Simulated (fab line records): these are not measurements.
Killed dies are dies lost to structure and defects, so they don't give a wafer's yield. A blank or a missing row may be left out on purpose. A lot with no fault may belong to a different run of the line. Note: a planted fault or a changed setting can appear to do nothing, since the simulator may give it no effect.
fab line records	flow nandHarc
record lots=11	wafers=33	lastDay=34
route steps=1302 shown A_CHANNEL_FILL_D1@499 A_DECK1_JOINT@542 END@1302
lots that met no fault: taken from a fault-free run of the same line
startH: hours from the record's opening day to when the first of the lot's shown wafers began	waitH: hours elapsed since this lot's preceding step	" same as the row above	L1.1+2: one row covering several wafers at once	- no value, or no start given	* or withheld: withheld	< > ~ a bound
route shown NAME@n: NAME is a module with steps in the file, n the number in the route of the first one	usual: average and standard deviation across the fault-free wafers	same: alike in all rows	chamber/n: place in a boat	sites: each site's reading	_std_site: standard deviation of those values	_edge_site: outer sites' mean less inner sites'	radiusMm: for every site, how far away it sits from the centre of the wafer	mask NAME#n: copy n	behind: the most recent tool/chamber to have shaped the wafer	hold: what put the lot on hold/how long, in hours/how the hold closed	device: transistor that didn't switch, given as n, p or np	end of line: the tests these same wafers got at the end of their route	a step with no rows: only its recipe	killed: at the first sort, the dies lost to defects and structure; wafer yield is something else	map: shows each die of a wafer: x if killed, . if not, _ if none is there
set.NAME: the setting that was run; set.NAME@STEP: the one run at that earlier step	model.NAME: the simulator's own value behind a step, which no gauge read
the route's steps for a sample of lots (tables are steps, rows are wafers)
services: when a tool's chamber went out of use (startH, in hours from the record's first day, below 0 if earlier), for how many hours, and the reason
## steps
# step NHARC_A_CHANNEL_FILL_D1_ETCHBACK_19
# recipe targetDepthA=50	timeS=1.7	hbrFlowSccm=150	cl2FlowSccm=50	rfW=400	icpW=400	biasW=100	chemistry=HBr/Cl2
# usual drypumpMotorCurrentA=5.7/0.4	oesProductAu=1.000/0.0098	throttleValvePct=26.406/0.0084
lot.wafer	tool	chamber	startH	waitH	drypumpMotorCurrentA	oesProductAu	rfHoursCounterH	throttleValvePct
L195.2	rieSi-04	1	207.70	0.4	6.4	1.013	0.2	26.427
L195.4	"	3	"	"	5.2	1.015	0.2	26.398
L195.1	"	0	"	"	4.9	1.002	0.2	26.407
L196.2	rieSi-02	1	226.88	0.4	5.4	0.996	0.6	26.399
L196.1	"	2	"	"	6.1	0.998	0.7	26.413
L196.5	"	2	"	"	6.1	0.993	-	26.398
L200.1	rieSi-01	1	257.04	0.4	6.0	1.000	0.5	26.413
L200.2	"	2	"	"	6.1	0.999	0.4	26.414
L200.4	"	1	"	"	6.0	0.994	-	26.416
L202.4	rieSi-01	3	283.81	0.4	5.9	0.990	0.4	26.408
L202.5	"	0	"	"	5.4	1.001	-	26.408
L202.6	"	1	"	"	6.0	0.993	-	26.407
L204.2	rieSi-02	2	297.63	0.4	6.1	1.008	0.1	26.413
L204.3	"	0	"	"	5.6	1.015	0.1	26.410
L204.5	"	3	"	"	6.0	1.017	-	26.404
L207.4	rieSi-04	3	325.47	0.4	5.2	1.025	1.0	26.419
L207.1	"	0	"	"	4.9	1.010	0.9	26.397
L207.3	"	1	"	"	6.4	1.015	0.8	26.405
L206.3	rieSi-01	1	325.48	0.4	6.0	0.999	1.0	26.399
L206.2	"	2	"	"	6.1	1.002	0.8	26.396
L206.6	"	0	"	"	5.4	0.988	-	26.421
L208.4	rieSi-01	2	334.41	0.4	6.1	1.001	0.9	26.409
L208.6	"	3	"	"	5.9	0.991	-	26.380
L208.5	"	0	"	"	5.4	0.992	-	26.397
L216.4	rieSi-01	2	418.80	0.4	6.1	1.002	0.1	26.403
L216.2	"	3	"	"	5.9	0.992	0.1	26.404
L216.5	"	3	"	"	5.9	0.996	-	26.410
L217.4	rieSi-01	0	429.64	0.4	5.3	1.003	0.2	26.409
L217.2	"	1	"	"	6.0	0.984	0.1	26.404
L217.6	"	3	"	"	5.9	0.994	-	26.410
L218.1	rieSi-01	2	450.58	0.4	6.1	1.005	0.3	26.404
L218.3	"	3	"	"	5.9	0.993	0.3	26.408
L218.5	"	2	"	"	6.1	1.000	-	26.401
# step NHARC_A_CHANNEL_FILL_D1_ETCHBACK_20
# recipe targetDepthA=270	timeS=13.5	c4f8FlowSccm=withheld	o2FlowSccm=8	arFlowSccm=withheld	rfW=600	biasW=1500	chemistry=C4F8/O2/Ar
# usual oesProductAu=0.95/0.035	rfVppV=979/5.2
lot.wafer	tool	chamber	startH	waitH	oesProductAu	rfHoursCounterH	rfVppV
L195.1	rieDiel-11	2	207.83	-	1.00	7.7	982
L195.2	"	3	"	"	0.99	6.2	987
L195.4	"	1	"	"	1.00	8.2	978
L196.1	rieDiel-09	2	227.02	-	0.93	3.0	984
L196.2	"	3	"	"	0.91	3.0	984
L196.5	"	0	"	"	0.93	-	972
L200.1	rieDiel-09	3	257.20	-	0.92	5.0	983
L200.2	"	1	"	"	0.93	4.6	976
L200.4	"	2	"	"	0.94	4.9	985
L202.4	rieDiel-08	1	283.92	-	1.01	3.4	981
L202.5	"	3	"	"	0.98	-	981
L202.6	"	0	"	"	1.00	-	975
L204.2	rieDiel-08	0	297.82	-	0.94	3.6	977
L204.3	"	1	"	"	0.93	3.7	980
L204.5	"	2	"	"	0.92	-	984
L206.3	rieDiel-11	2	325.58	-	1.00	4.2	982
L206.2	"	1	"	"	0.99	3.3	977
L206.6	"	3	"	"	0.99	-	986
L207.1	rieDiel-08	2	325.58	-	0.94	6.5	985
L207.3	"	3	"	"	0.92	6.3	982
L207.4	"	0	"	"	0.94	4.8	973
L208.4	rieDiel-11	3	334.51	-	0.99	5.1	985
L208.5	"	2	"	"	1.01	-	982
L208.6	"	3	"	"	1.01	-	985
L216.4	rieDiel-11	0	418.93	-	0.94	9.1	969
L216.2	"	1	"	"	0.92	8.8	976
L216.5	"	1	"	"	0.91	-	977
L217.2	rieDiel-11	1	429.77	-	0.92	9.9	976
L217.4	"	2	"	"	0.93	-	981
L217.6	"	1	"	"	0.92	-	976
L218.1	rieDiel-09	3	450.70	-	0.94	5.8	983
L218.3	"	0	"	"	0.91	5.6	973
L218.5	"	3	"	"	0.93	-	985
# step NHARC_A_CHANNEL_FILL_D1_STRIP_29
# recipe timeS=20	o2FlowSccm=500	arFlowSccm=0	biasW=0	chemistry=O2
# usual drypumpMotorCurrentA=5.6/0.47	mfcArSccm=0.007/0.0089	oesProductAu=1.000/0.011	rfVppV=57.9/0.81	showerheadPlenumPTorr=3.55/0.13	throttleValvePct=17.038/0.0092
lot.wafer	tool	chamber	startH	waitH	drypumpMotorCurrentA	mfcArSccm	oesProductAu	rfHoursCounterH	rfVppV	showerheadPlenumPTorr	throttleValvePct
L195.1	rieDiel-11	3	-	-	5.4	0.009	1.005	7.7	58.3	3.71	17.043
L195.2	"	1	"	"	6.7	0	0.995	10.2	58.8	3.49	17.033
L195.4	"	2	"	"	5.9	0.022	1.006	9.3	58.7	3.62	17.038
L196.1	rieDiel-11	0	-	-	5.4	0.015	0.997	11.0	58.7	3.32	17.043
L196.2	"	1	"	"	6.7	0	0.985	11.4	57.6	3.49	17.052
L196.5	"	0	"	"	5.4	0.015	0.994	-	56.8	3.32	17.040
L200.4	rieDiel-09	0	-	-	5.5	0	0.995	6.4	56.5	3.38	17.047
L200.2	"	1	"	"	5.7	0	1.015	6.6	57.2	3.48	17.052
L200.1	"	2	"	"	5.3	0.006	1.012	6.8	59.6	3.70	17.032
L202.4	rieDiel-08	1	-	-	6.2	0	1.001	3.7	57.9	3.57	17.036
L202.5	"	2	"	"	5.8	0	1.004	-	58.8	3.68	17.043
L202.6	"	3	"	"	5.3	0.025	0.994	-	57.5	3.58	17.029
L204.3	rieDiel-09	3	-	-	4.9	0	1.001	8.4	58.6	3.66	17.047
L204.2	"	0	"	"	5.5	0	1.000	8.1	57.5	3.38	17.041
L204.5	"	3	"	"	4.9	0	1.004	-	58.0	3.66	17.043
L207.1	rieDiel-09	3	-	-	4.9	0	1.020	0.5	58.5	3.66	17.063
L207.4	"	0	"	"	5.5	0	0.987	0.4	56.5	3.38	17.025
L207.3	"	1	"	"	5.7	0	1.012	0.3	56.7	3.48	17.048
L206.3	rieDiel-08	3	-	-	5.3	0.025	1.009	7.8	57.9	3.58	17.041
L206.2	"	2	"	"	5.7	0	1.009	7.5	57.7	3.67	17.042
L206.6	"	0	"	"	5.1	0.018	1.010	-	57.5	3.43	17.050
L208.4	rieDiel-09	0	-	-	5.5	0	0.988	0.9	57.3	3.37	17.027
L208.6	"	1	"	"	5.7	0	1.009	-	58.4	3.48	17.040
L208.5	"	2	"	"	5.3	0.006	1.015	-	58.4	3.70	17.044
L216.2	rieDiel-09	2	-	-	5.3	0.006	0.986	4.5	59.0	3.70	17.040
L216.4	"	1	"	"	5.7	0	1.008	4.4	57.1	3.47	17.048
L216.5	"	3	"	"	4.9	0	1.008	-	58.3	3.66	17.036
L217.2	rieDiel-11	2	-	-	5.9	0.022	1.009	0.1	58.2	3.62	17.039
L217.4	"	3	"	"	5.5	0.009	0.988	0.1	58.0	3.70	17.044
L217.6	"	1	"	"	6.7	0	0.974	-	58.1	3.49	17.037
L218.3	rieDiel-09	1	-	-	5.7	0	1.004	6.3	56.8	3.47	17.024
L218.1	"	3	"	"	4.9	0	1.008	7.1	59.9	3.66	17.031
L218.5	"	2	"	"	5.3	0.006	1.002	-	58.0	3.70	17.038
# step NHARC_A_DECK1_JOINT_DEP_16
# recipe targetThkA=450	tempC=400	pressureTorr=6.5	rfW=900	teosFlowSccm=161.4	flowSccm=2650	targetThkNm=45	gas=O2	material=SiO2
# usual flowSccm=2649/7.1	heaterPowerW=525/63	throttleValvePct=15.9/0.53
lot.wafer	tool	chamber	startH	waitH	flowSccm	heaterPowerW	throttleValvePct
L195.1	pecvd-04	2	264.66	0.1	2645	585	16.0
L195.2	"	1	"	"	2651	513	16.8
L195.4	"	2	"	"	2641	596	16.2
L196.2	pecvd-01	0	287.47	0.1	2653	582	15.4
L196.1	"	1	"	"	2636	503	16.6
L196.5	"	1	"	"	2648	495	16.6
L200.2	pecvd-02	1	321.72	0.1	2642	444	15.7
L200.1	"	2	"	"	2656	473	16.0
L200.4	"	2	"	"	2647	473	15.9
L202.5	pecvd-01	2	342.17	0.2	2642	460	15.6
L202.6	"	0	"	"	2658	556	14.6
L202.4	"	1	"	"	2649	538	16.5
L204.3	pecvd-01	0	358.29	0.1	2650	609	14.6
L204.2	"	1	"	"	2656	470	16.2
L204.5	"	1	"	"	2663	485	16.2
L206.3	pecvd-01	1	388.01	0.1	2647	489	16.5
L206.2	"	0	"	"	2664	551	15.0
L206.6	"	1	"	"	2643	495	16.3
L207.1	pecvd-04	1	388.01	0.1	2661	563	16.7
L207.3	"	2	"	"	2632	459	15.7
L207.4	"	1	"	"	2657	562	16.8
L208.4	pecvd-01	0	388.27	0.3	2651	524	14.8
L208.5	"	1	"	"	2671	602	16.3
L208.6	"	2	"	"	2648	422	15.8
L216.2	pecvd-01	0	480.47	0.2	2636	597	14.8
L216.4	"	0	"	"	2638	595	14.8
L216.5	"	1	"	"	2645	619	16.5
L217.2	pecvd-01	1	486.26	0.1	2640	558	16.3
L217.6	"	2	"	"	2659	414	15.9
L217.4	"	0	"	"	2644	536	15.1
L218.1	pecvd-02	1	509.76	0.1	2648	493	15.7
L218.3	"	2	"	"	2655	550	16.1
L218.5	"	1	"	"	2651	484	15.7
# step NHARC_A_DECK1_JOINT_THK_MEAS_17
# recipe thkMeasGauge=ellipsometry
# usual thkNm=44.7/1.2
lot.wafer	tool	chamber	startH	waitH	thkNm
L195.1	filmMetro-02	-	264.94	0.3	44.3
L195.2	"	-	"	"	43.6
L195.4	"	-	"	"	45.0
L196.1	filmMetro-01	-	287.72	0.2	45.8
L196.2	"	-	"	"	45.5
L196.5	"	-	"	"	46.3
L200.1	filmMetro-01	-	322.00	0.2	44.3
L200.2	"	-	"	"	45.4
L200.4	"	-	"	"	46.0
L202.4	filmMetro-01	-	342.37	0.1	46.9
L202.5	"	-	"	"	44.9
L202.6	"	-	"	"	44.9
L204.2	filmMetro-01	-	358.54	0.2	44.1
L204.3	"	-	"	"	45.3
L204.5	"	-	"	"	44.8
L206.2	filmMetro-01	-	388.29	0.2	43.6
L206.3	"	-	"	"	49.8
L206.6	"	-	"	"	43.9
L207.1	filmMetro-02	-	388.29	0.3	46.0
L207.3	"	-	"	"	45.2
L207.4	"	-	"	"	45.6
L208.4	filmMetro-01	-	388.46	0.2	50.4
L208.5	"	-	"	"	48.7
L208.6	"	-	"	"	46.5
L216.2	filmMetro-01	-	480.72	0.2	45.0
L216.4	"	-	"	"	45.0
L216.5	"	-	"	"	43.4
L217.2	filmMetro-01	-	486.54	0.3	43.9
L217.4	"	-	"	"	44.6
L217.6	"	-	"	"	45.8
L218.1	filmMetro-02	-	510.01	0.2	43.7
L218.3	"	-	"	"	43.6
L218.5	"	-	"	"	43.5
# step NHARC_END_SORT_01
# recipe tempC=25
# usual killedAtArray=55/15	killedAtOther=1.0/1.2	killedAtPeriphery=3.4/2.2	killedDies=59/15	killedOpen=3.2/2	killedShort=2.5/1.7
# same grossDies=677
lot.wafer	tool	chamber	startH	waitH	killedAtArray	killedAtOther	killedAtPeriphery	killedDies	killedOpen	killedShort
L195.1	prober-02	0	564.62	2.5	62	1	3	66	4	0
L195.2	prober-02	0	565.43	2.8	33	1	1	35	2	2
L195.4	prober-02	0	567.05	3.4	33	1	4	38	6	4
L196.1	prober-01	0	570.42	2.5	68	3	2	73	4	2
L196.2	prober-01	0	571.22	2.8	71	2	0	73	4	2
L196.5	prober-01	0	573.59	3.7	62	2	5	69	3	2
L200.1	prober-01	0	599.34	2.5	87	0	2	89	6	2
L200.2	prober-01	0	600.15	2.8	52	0	3	55	3	3
L200.4	prober-01	0	601.77	3.4	59	0	1	60	1	1
L202.4	prober-01	0	641.80	3.4	42	0	5	47	8	6
L202.5	prober-01	0	642.59	3.7	29	0	2	31	2	2
L202.6	prober-01	0	643.38	4.0	38	0	1	39	6	3
L204.2	prober-02	0	649.97	2.8	62	3	6	71	5	2
L204.3	prober-02	0	650.77	3.1	33	5	4	42	0	3
L204.5	prober-02	0	652.38	3.7	60	4	6	70	4	0
L206.2	prober-02	0	678.39	2.8	81	0	6	87	1	3
L206.3	prober-02	0	679.18	3.1	70	1	5	76	0	5
L206.6	prober-02	0	681.55	3.9	93	2	3	98	4	2
L208.4	prober-02	0	691.02	3.4	75	1	5	81	5	3
L208.5	prober-02	0	691.82	3.7	54	0	1	55	1	2
L208.6	prober-02	0	692.62	4.0	54	2	2	58	1	3
L207.1	prober-01	0	696.22	2.5	54	1	0	55	4	0
L207.3	prober-01	0	697.82	3.1	66	0	5	71	4	6
L207.4	prober-01	0	698.62	3.4	60	2	1	63	4	1
L217.2	prober-02	0	773.51	2.8	59	2	1	62	3	2
L217.4	prober-02	0	775.09	3.4	62	0	3	65	5	1
L217.6	prober-02	0	776.67	4.0	47	0	1	48	0	2
L216.2	prober-01	0	773.52	2.8	56	1	4	61	0	5
L216.4	prober-01	0	775.10	3.4	69	4	6	79	4	3
L216.5	prober-01	0	775.89	3.7	61	2	5	68	5	3
L218.1	prober-02	0	807.85	2.5	37	0	6	43	4	2
L218.3	prober-02	0	809.45	3.1	37	0	2	39	2	5
L218.5	prober-02	0	811.06	3.7	45	0	7	52	3	2
# killed by level:class
L195.1 A_CHANNEL_HOLE_D2:chamberFilmFlake=30 A_CHANNEL_HOLE_D1:chamberFilmFlake=20 A_CONTACT:chamberFilmFlake=5 A_CHANNEL_HOLE_D1:unspecified=2 A_STAIRCASE:chamberFilmFlake=2 P_STI:geometricParticle:open=1 P_CONTACT:geometricParticle:open=1 A_ONON_D1:geometricParticle:open=1
L195.2 A_CHANNEL_HOLE_D1:chamberFilmFlake=14 A_CHANNEL_HOLE_D2:chamberFilmFlake=8 A_WL_FILL:chamberFilmFlake=3 A_SLIT:chamberFilmFlake=2 A_CHANNEL_FILL_D1:geometricParticle:short=1 A_ONON_D2:geometricParticle:short=1 A_CONTACT:geometricParticle:open=1 A_M1:geometricParticle:open=1
L195.4 A_CHANNEL_HOLE_D2:chamberFilmFlake=15 A_CHANNEL_HOLE_D1:chamberFilmFlake=6 A_CHANNEL_FILL_D1:geometricParticle:short=3 P_CONTACT:geometricParticle:open=2 A_STAIRCASE:chamberFilmFlake=2 P_ZERO_WELL:geometricParticle:short=1 A_ONON_D1:geometricParticle:open=1 A_CHANNEL_HOLE_D1:geometricParticle:open=1
L196.1 A_CHANNEL_HOLE_D2:chamberFilmFlake=33 A_CHANNEL_HOLE_D1:chamberFilmFlake=18 A_CONTACT:chamberFilmFlake=4 THIN_TSV:chamberFilmFlake=3 A_M0:geometricParticle:open=2 A_STAIRCASE:chamberFilmFlake=2 A_SGD_CUT:chamberFilmFlake=2 A_ONON_D1:geometricParticle:open=1
L196.2 A_CHANNEL_HOLE_D1:chamberFilmFlake=36 A_CHANNEL_HOLE_D2:chamberFilmFlake=13 A_CONTACT:chamberFilmFlake=6 A_STAIRCASE:chamberFilmFlake=5 A_BONDPAD:chamberFilmFlake=3 A_ONON_D1:geometricParticle:open=2 THIN_TSV:chamberFilmFlake=2 A_ONON_D2:geometricParticle:short=1
L196.5 A_CHANNEL_HOLE_D2:chamberFilmFlake=35 A_CHANNEL_HOLE_D1:chamberFilmFlake=15 A_CONTACT:chamberFilmFlake=3 A_BONDPAD:chamberFilmFlake=3 P_CONTACT:geometricParticle:open=2 P_ZERO_WELL:chamberFilmFlake=2 THIN_TSV:chamberFilmFlake=2 P_GATE:geometricParticle:open=1
L200.1 A_CHANNEL_HOLE_D2:chamberFilmFlake=37 A_SLIT:chamberFilmFlake=34 A_CONTACT:chamberFilmFlake=6 A_CHANNEL_FILL_D1:geometricParticle:open=4 A_CHANNEL_HOLE_D1:chamberFilmFlake=3 P_CONTACT:geometricParticle:short=1 P_ZERO_WELL:chamberFilmFlake=1 A_SOURCE_PLATE:geometricParticle:open=1
L200.2 A_SLIT:chamberFilmFlake=27 A_CHANNEL_HOLE_D2:chamberFilmFlake=11 A_CHANNEL_HOLE_D1:chamberFilmFlake=4 A_CONTACT:chamberFilmFlake=4 A_ONON_D2:geometricParticle:short=2 A_STAIRCASE:chamberFilmFlake=2 P_M0:geometricParticle:open=1 P_M1:geometricParticle:open=1
L200.4 A_SLIT:chamberFilmFlake=30 A_CHANNEL_HOLE_D2:chamberFilmFlake=16 A_CHANNEL_HOLE_D1:chamberFilmFlake=4 A_CONTACT:chamberFilmFlake=4 A_DECK1_JOINT:chamberFilmFlake=2 A_CHANNEL_FILL_D1:geometricParticle:short=1 A_BLC:geometricParticle:open=1 P_BONDPAD:chamberFilmFlake=1
L202.4 A_CHANNEL_HOLE_D2:chamberFilmFlake=10 A_CHANNEL_HOLE_D1:chamberFilmFlake=9 A_CONTACT:chamberFilmFlake=8 A_STAIRCASE:chamberFilmFlake=3 P_M0:geometricParticle:open=2 A_ONON_D2:geometricParticle:open=2 A_WL_FILL:geometricParticle:short=2 A_WL_FILL:geometricParticle:open=2
L202.5 A_CHANNEL_HOLE_D2:chamberFilmFlake=9 A_CONTACT:chamberFilmFlake=8 A_STAIRCASE:chamberFilmFlake=4 A_CHANNEL_HOLE_D1:chamberFilmFlake=2 P_M2:geometricParticle:open=1 A_ONON_D1:geometricParticle:short=1 A_DECK1_JOINT:geometricParticle:open=1 A_CHANNEL_HOLE_D2:geometricParticle:short=1
L202.6 A_CHANNEL_HOLE_D2:chamberFilmFlake=14 A_CONTACT:chamberFilmFlake=9 A_CHANNEL_HOLE_D1:chamberFilmFlake=4 A_M0:geometricParticle:open=2 P_CONTACT:geometricParticle:open=1 A_ONON_D1:geometricParticle:short=1 A_CHANNEL_FILL_D1:geometricParticle:open=1 A_DECK1_JOINT:geometricParticle:open=1
L204.2 A_CHANNEL_HOLE_D2:chamberFilmFlake=36 A_CONTACT:chamberFilmFlake=10 P_GATE:chamberFilmFlake=3 THIN_TSV:chamberFilmFlake=3 A_CHANNEL_FILL_D2:geometricParticle:open=2 P_ZERO_WELL:chamberFilmFlake=2 A_CHANNEL_HOLE_D1:chamberFilmFlake=2 A_CHANNEL_FILL_D1:chamberFilmFlake=2
L204.3 A_CHANNEL_HOLE_D2:chamberFilmFlake=13 A_STAIRCASE:chamberFilmFlake=5 A_CONTACT:chamberFilmFlake=5 THIN_TSV:chamberFilmFlake=5 A_CHANNEL_HOLE_D1:chamberFilmFlake=4 P_GATE:chamberFilmFlake=3 A_DECK1_JOINT:chamberFilmFlake=2 A_ONON_D1:geometricParticle:short=1
L204.5 A_CHANNEL_HOLE_D2:chamberFilmFlake=40 A_CHANNEL_HOLE_D1:chamberFilmFlake=5 THIN_TSV:chamberFilmFlake=4 P_ZERO_WELL:chamberFilmFlake=3 A_DECK1_JOINT:chamberFilmFlake=3 A_STAIRCASE:chamberFilmFlake=3 P_GATE:chamberFilmFlake=2 A_SLIT:chamberFilmFlake=2
L206.2 A_SLIT:chamberFilmFlake=37 A_CHANNEL_HOLE_D1:chamberFilmFlake=34 P_GATE:chamberFilmFlake=6 A_STAIRCASE:chamberFilmFlake=5 A_CHANNEL_FILL_D1:geometricParticle:short=1 A_DECK1_JOINT:geometricParticle:short=1 A_CHANNEL_HOLE_D2:geometricParticle:short=1 A_BLC:geometricParticle:open=1
L206.3 A_SLIT:chamberFilmFlake=37 A_CHANNEL_HOLE_D1:chamberFilmFlake=19 A_STAIRCASE:chamberFilmFlake=7 P_GATE:chamberFilmFlake=4 A_WL_FILL:geometricParticle:short=3 A_CONTACT:chamberFilmFlake=3 P_CONTACT:geometricParticle:short=1 STARTING-WAFER:geometricParticle:short=1
L206.6 A_CHANNEL_HOLE_D1:chamberFilmFlake=39 A_SLIT:chamberFilmFlake=31 A_STAIRCASE:chamberFilmFlake=11 A_CONTACT:chamberFilmFlake=3 A_WL_FILL:geometricParticle:short=2 P_GATE:chamberFilmFlake=2 THIN_TSV:chamberFilmFlake=2 P_GATE:geometricParticle:open=1
L208.4 A_SLIT:chamberFilmFlake=32 A_CHANNEL_HOLE_D2:chamberFilmFlake=27 A_CHANNEL_HOLE_D1:chamberFilmFlake=4 P_M1:geometricParticle:open=2 A_ONON_D2:geometricParticle:short=2 P_GATE:chamberFilmFlake=2 A_WL_FILL:chamberFilmFlake=2 A_CONTACT:chamberFilmFlake=2
L208.5 A_SLIT:chamberFilmFlake=28 A_CHANNEL_HOLE_D1:chamberFilmFlake=8 A_CHANNEL_HOLE_D2:chamberFilmFlake=6 A_STAIRCASE:chamberFilmFlake=5 A_WL_FILL:chamberFilmFlake=2 A_SOURCE_PLATE:geometricParticle:short=1 A_ONON_D2:geometricParticle:open=1 A_M1:geometricParticle:short=1
L208.6 A_SLIT:chamberFilmFlake=24 A_CHANNEL_HOLE_D2:chamberFilmFlake=10 A_WL_FILL:chamberFilmFlake=5 A_CHANNEL_HOLE_D1:chamberFilmFlake=4 A_STAIRCASE:chamberFilmFlake=3 A_CONTACT:chamberFilmFlake=3 THIN_TSV:chamberFilmFlake=2 P_CONTACT:geometricParticle:short=1
L207.1 A_SLIT:chamberFilmFlake=31 A_CHANNEL_HOLE_D1:chamberFilmFlake=7 A_CHANNEL_FILL_D2:chamberFilmFlake=4 A_ONON_D1:geometricParticle:open=2 A_CHANNEL_FILL_D1:chamberFilmFlake=2 A_STAIRCASE:chamberFilmFlake=2 A_CHANNEL_FILL_D1:geometricParticle:open=1 A_DECK1_JOINT:geometricParticle:open=1
L207.3 A_SLIT:chamberFilmFlake=32 A_CHANNEL_HOLE_D1:chamberFilmFlake=7 A_CHANNEL_FILL_D2:chamberFilmFlake=7 A_STAIRCASE:chamberFilmFlake=5 A_ONON_D1:geometricParticle:open=2 A_ONON_D1:geometricParticle:short=2 A_CONTACT:chamberFilmFlake=2 P_GATE:chamberFilmFlake=2
L207.4 A_SLIT:chamberFilmFlake=33 A_CONTACT:chamberFilmFlake=10 A_CHANNEL_HOLE_D1:chamberFilmFlake=8 A_STAIRCASE:chamberFilmFlake=4 A_CHANNEL_FILL_D1:geometricParticle:open=2 THIN_TSV:chamberFilmFlake=2 A_ONON_D1:geometricParticle:open=1 A_SGD_CUT:geometricParticle:open=1
L217.2 A_CHANNEL_HOLE_D2:chamberFilmFlake=29 A_SLIT:chamberFilmFlake=8 A_CONTACT:chamberFilmFlake=8 A_CHANNEL_FILL_D1:chamberFilmFlake=3 A_CHANNEL_HOLE_D1:unspecified=2 A_CHANNEL_HOLE_D1:chamberFilmFlake=2 A_WL_FILL:chamberFilmFlake=2 THIN_TSV:chamberFilmFlake=2
L216.2 A_SLIT:chamberFilmFlake=27 A_CHANNEL_HOLE_D1:chamberFilmFlake=15 A_CONTACT:chamberFilmFlake=6 P_M2:chamberFilmFlake=2 P_M0:geometricParticle:short=1 A_ONON_D1:geometricParticle:short=1 A_CHANNEL_HOLE_D2:geometricParticle:short=1 A_SGD_CUT:geometricParticle:short=1
L217.4 A_CHANNEL_HOLE_D2:chamberFilmFlake=32 A_SLIT:chamberFilmFlake=10 A_CONTACT:chamberFilmFlake=6 A_CHANNEL_HOLE_D1:chamberFilmFlake=5 A_CHANNEL_FILL_D1:chamberFilmFlake=2 P_CONTACT:geometricParticle:open=1 P_M0:geometricParticle:open=1 A_SOURCE_PLATE:geometricParticle:open=1
L216.4 A_SLIT:chamberFilmFlake=36 A_CHANNEL_HOLE_D1:chamberFilmFlake=21 THIN_TSV:chamberFilmFlake=4 A_CONTACT:chamberFilmFlake=4 P_GATE:chamberFilmFlake=2 P_M2:chamberFilmFlake=2 P_GATE:geometricParticle:open=1 P_M0:geometricParticle:open=1
L216.5 A_SLIT:chamberFilmFlake=30 A_CHANNEL_HOLE_D1:chamberFilmFlake=20 P_M2:chamberFilmFlake=4 A_CONTACT:chamberFilmFlake=3 THIN_TSV:chamberFilmFlake=2 A_CHANNEL_HOLE_D1:geometricParticle:open=1 P_M0:geometricParticle:open=1 A_SOURCE_PLATE:geometricParticle:open=1
L217.6 A_CHANNEL_HOLE_D2:chamberFilmFlake=27 A_CONTACT:chamberFilmFlake=10 A_SLIT:chamberFilmFlake=5 A_CHANNEL_HOLE_D1:chamberFilmFlake=3 A_CHANNEL_FILL_D1:geometricParticle:short=1 A_M0:geometricParticle:short=1 P_ZERO_WELL:chamberFilmFlake=1
L218.1 A_CHANNEL_HOLE_D1:chamberFilmFlake=18 A_SLIT:chamberFilmFlake=6 A_CONTACT:chamberFilmFlake=5 P_CONTACT:chamberFilmFlake=4 A_CHANNEL_HOLE_D2:chamberFilmFlake=2 P_CONTACT:geometricParticle:open=1 P_M0:geometricParticle:open=1 A_ONON_D2:geometricParticle:short=1
L218.3 A_CHANNEL_HOLE_D1:chamberFilmFlake=21 A_SLIT:chamberFilmFlake=5 A_DECK1_JOINT:geometricParticle:short=2 A_CHANNEL_HOLE_D2:chamberFilmFlake=2 A_CONTACT:chamberFilmFlake=2 P_GATE:geometricParticle:open=1 A_CHANNEL_FILL_D1:geometricParticle:short=1 A_DECK1_JOINT:geometricParticle:open=1
L218.5 A_CHANNEL_HOLE_D1:chamberFilmFlake=19 A_SLIT:chamberFilmFlake=12 A_CONTACT:chamberFilmFlake=6 P_CONTACT:chamberFilmFlake=5 A_DECK1_JOINT:geometricParticle:short=2 A_DECK1_JOINT:chamberFilmFlake=2 P_CONTACT:geometricParticle:open=1 A_CHANNEL_FILL_D1:geometricParticle:open=1
## services
tool	chamber	startH	hours	kind
rieDiel-08	-	190.80	9.0	pm
rieSi-01	-	193.00	9.0	pm
rieDiel-09	-	230.52	0.2	repair
rieSi-01	3	248.56	16.1	repair
rieDiel-11	3	248.56	4.0	repair
rieDiel-11	-	255.50	9.0	pm
rieDiel-11	-	273.63	3.5	repair
pecvd-01	0	294.03	15.4	repair
rieDiel-11	1	300.14	4.8	repair
rieSi-01	0	300.72	19.6	repair
rieSi-01	3	306.91	3.6	repair
pecvd-01	-	311.54	13.0	pm
rieDiel-09	-	320.10	9.0	pm
rieDiel-11	0	336.52	3.0	repair
rieDiel-08	-	367.80	9.0	pm
rieSi-01	-	370.00	9.0	pm
pecvd-01	1	394.54	4.4	repair
rieDiel-11	0	422.54	20.2	repair
rieDiel-11	-	432.50	9.0	pm
pecvd-01	-	436.02	0.5	repair
pecvd-01	-	456.57	1.1	repair
rieDiel-09	-	487.98	0.5	repair
pecvd-01	-	492.54	13.0	pm
rieDiel-09	-	497.10	9.0	pm
## key
firstSign step=NHARC_A_DECK1_JOINT_THK_MEAS_17	reading=thkNm	direction=up	sigmas=4	usual=44.7	struck=49.6
effect none on later readings
metAt NHARC_A_DECK1_JOINT_DEP_16
struckLots L206,L208
struckWafers L206.3,L208.4,L208.5
testerLeftOut L206,L208
notActingAt NHARC_A_CHANNEL_FILL_D1_ETCHBACK_19,NHARC_A_CHANNEL_FILL_D1_ETCHBACK_20,NHARC_A_CHANNEL_FILL_D1_STRIP_29
onsetBetween 358.29 388.01
fault kind=processParameterDrift	tool=pecvd-01	chamber=-	onsetH=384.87	steps=NHARC_A_DECK1_JOINT_DEP_16	channel=targetThkNm	offset=5.9536	shape=step	endH=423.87	scope=struckWafersOnly	actsIn=theseRecipesOnly	stated=45
# testerLeftOut: of these lots the tester's yield and bins aren't shown, on N5 and GAA mostly nor the transistor test; their killed dies are dies lost to structure and defects alone, not to doping, threshold or leakage, so they don't give the yield
